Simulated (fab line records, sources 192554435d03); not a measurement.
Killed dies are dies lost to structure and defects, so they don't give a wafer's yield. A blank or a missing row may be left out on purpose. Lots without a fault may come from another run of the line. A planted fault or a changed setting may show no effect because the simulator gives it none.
A struck lot beside a sound one | flow n5_finfet | 28 steps out of a route of 1938
Sound: wafers L625.3, L625.4, L625.6. Struck: wafers L637.2, L637.3, L637.6. The cause comes at the end.
At each step with rows: each side's tool, then ch and its chambers, then its first start. Under that, the readings that differ: sound wafers | struck wafers | difference of the means | sigmas: that difference in standard deviations of wafers without a fault.
alike: readings whose means differ by less than 2 such deviations, and words and numbers that are the same on both sides. not compared: withheld readings, readings that some wafer has no value for, bounds like >300 that may hide the same value, and numbers for which the record gives no deviation and whose values overlap.
The two part at a step that has a row with sigmas, a row that says differs or no value, or rows on one side only. Numbers that don't overlap but have no deviation are shown without sigmas and don't part them. A reading that every wafer of one side lacks parts them only if that side has two wafers or more.

first, 2 steps without rows for these wafers: N5_DUMMY_GATE_PRECLEAN_46 (cleans in DIW, time 89.5 s); N5_DUMMY_GATE_SRD_47 (dry time 32 s).
N5_DUMMY_GATE_CMP_04: polishes a-Si.
  sound on cmp-03 ch 2,3, day 3 04:49; struck on cmp-03 ch 0,1, day 6 05:04
  alike: motor_current_A, time_to_endpoint_s
N5_DUMMY_GATE_THK_MEAS_05:
  sound on film_metro-02, day 3 05:03; struck on film_metro-01, day 6 05:16
  alike: thk_nm
then, 8 steps without rows for these wafers: N5_DUMMY_GATE_HM_DEP_06 (deposits SiNx from DCS/NH3, target thk 80 nm, time 5141 s); N5_DUMMY_GATE_PECVD_30 (deposits SiO2 from TEOS/O2, target thk 55 nm, time 10.8 s); N5_DUMMY_GATE_COAT_34 (time 60 s, resist thk 60 nm); N5_DUMMY_GATE_COAT_35 (time 60 s, resist thk 10 nm); N5_DUMMY_GATE_COAT_28 (time 60 s, resist thk 10 nm); N5_DUMMY_GATE_COAT_09 (resist thk 30 nm); N5_DUMMY_GATE_EBR_11; N5_DUMMY_GATE_SOFTBAKE_10 (time 60 s).
N5_DUMMY_GATE_EXPOSE_12: exposes mask GATE, target cd 25 nm.
  sound on euv_scanner-01 ch 0, day 3 09:21; struck on euv_scanner-02 ch 0, day 6 09:26
  reading              | sound             | struck            | difference | sigmas
  exposure_dose_mJ_cm2 | 34.00 33.94 33.99 | 33.49 33.50 33.50 | -0.48      | -11
  alike: mask
then, 2 steps without rows for these wafers: N5_DUMMY_GATE_PEB_13 (peb time 60 s); N5_DUMMY_GATE_DEVELOP_14 (develop time 30 s).
N5_DUMMY_GATE_CD_MEAS_15: target cd 25.8 nm.
  sound on cd_sem-02 ch 0, day 3 09:28; struck on cd_sem-03 ch 0, day 6 09:34
  alike: cd_nm
N5_DUMMY_GATE_OVL_MEAS_16:
  sound on overlay-01 ch 0, day 3 09:31; struck on overlay-01 ch 0, day 6 09:37
  alike: GATE_OVL
N5_DUMMY_GATE_INSPECT_17: inspects for defects (brightfield).
  sound on defect_inspect-02, day 3 09:34; struck on defect_inspect-01, day 6 09:40
  alike: raw_defect_count
then, 1 step without rows for these wafers: N5_DUMMY_GATE_DESCUM_20 (chemistry O2, time 6.2 s).
N5_DUMMY_GATE_ETCH_29: etches underlayer in N2/H2, target depth 13 nm.
  sound on rie_diel-02 ch 0,1, day 3 09:40; struck on rie_diel-02 ch 0,1,2, day 6 09:46
  alike: drypump_motor_current_A, oes_product_au, rf_vpp_V, showerhead_plenum_p_Torr, throttle_valve_pct
  not compared: rf_hours_counter_h
N5_DUMMY_GATE_ETCH_36: etches SiARC in CF4, target depth 13 nm.
  sound on rie_diel-02 ch 0,1, day 3 09:42; struck on rie_diel-02 ch 0,1,2, day 6 09:49
  reading      | sound             | struck            | difference | sigmas
  rf_vpp_V (V) | 183.2 183.8 183.3 | 184.9 186.2 185.0 | +1.9       | +2
  alike: drypump_motor_current_A, oes_product_au, showerhead_plenum_p_Torr, throttle_valve_pct
  not compared: rf_hours_counter_h
N5_DUMMY_GATE_ETCH_37: etches SOC in N2/H2, target depth 60 nm, overetch 30 nm.
  sound on rie_diel-02 ch 0,1, day 3 09:44; struck on rie_diel-02 ch 0,1,2, day 6 09:51
  alike: drypump_motor_current_A, oes_product_au, rf_vpp_V, showerhead_plenum_p_Torr, temp_c, throttle_valve_pct
  not compared: rf_hours_counter_h
then, 2 steps without rows for these wafers: N5_DUMMY_GATE_STRIP_38 (strips in N2/H2); N5_DUMMY_GATE_STRIP_39 (strips in N2/H2).
N5_DUMMY_GATE_TRIM_49: chemistry O2, time 29 s, target cd 14 nm.
  sound on rie_si-03 ch 0,1,2, day 3 09:50; struck on rie_si-03 ch 0,3, day 6 09:56
  alike: drypump_motor_current_A, oes_product_au, temp_c, throttle_valve_pct
  not compared: rf_hours_counter_h, model.DUMMY_GATE.cd_nm
N5_DUMMY_GATE_STRIP_40: strips in CF4.
  sound on rie_diel-02 ch 1,3, day 3 09:55; struck on rie_diel-05 ch 1,2,3, day 6 10:05
  alike: drypump_motor_current_A, oes_product_au, power_w, rf_vpp_V, showerhead_plenum_p_Torr, throttle_valve_pct
  not compared: rf_hours_counter_h
-- the record jumps here: 5 days lie between the struck wafers' starts before and after (it left off in module DUMMY_GATE and takes up again in module BEOL_M4, whose first step shown is number 1111 of the route) --
N5_BEOL_M4_RC_MEAS_101:
  sound on prober-01 ch 0, day 8 07:29; struck on prober-01 ch 0, day 11 18:04
  alike: DIBL_N, DIBL_P, IOFF_N, IOFF_P, ION_N, ION_P, SS_N, SS_P, VT_N, VT_P
-- the record jumps here: 5 days lie between the struck wafers' starts before and after (it left off in module BEOL_M4 and takes up again in module PASSIVATION, whose first step shown is number 1936 of the route) --
N5_PASSIVATION_PROBE_49:
  the record has rows for the struck wafers here (prober-02, day 16 10:08) and none for the sound ones

WHERE THEY PART
First at N5_DUMMY_GATE_EXPOSE_12; last, within this record, at N5_PASSIVATION_PROBE_49.

WHY: what the simulator had put in
Process parameter drift: euv_scanner-02, from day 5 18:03 on, at N5_DUMMY_GATE_EXPOSE_12. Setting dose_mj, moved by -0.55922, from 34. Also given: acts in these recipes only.
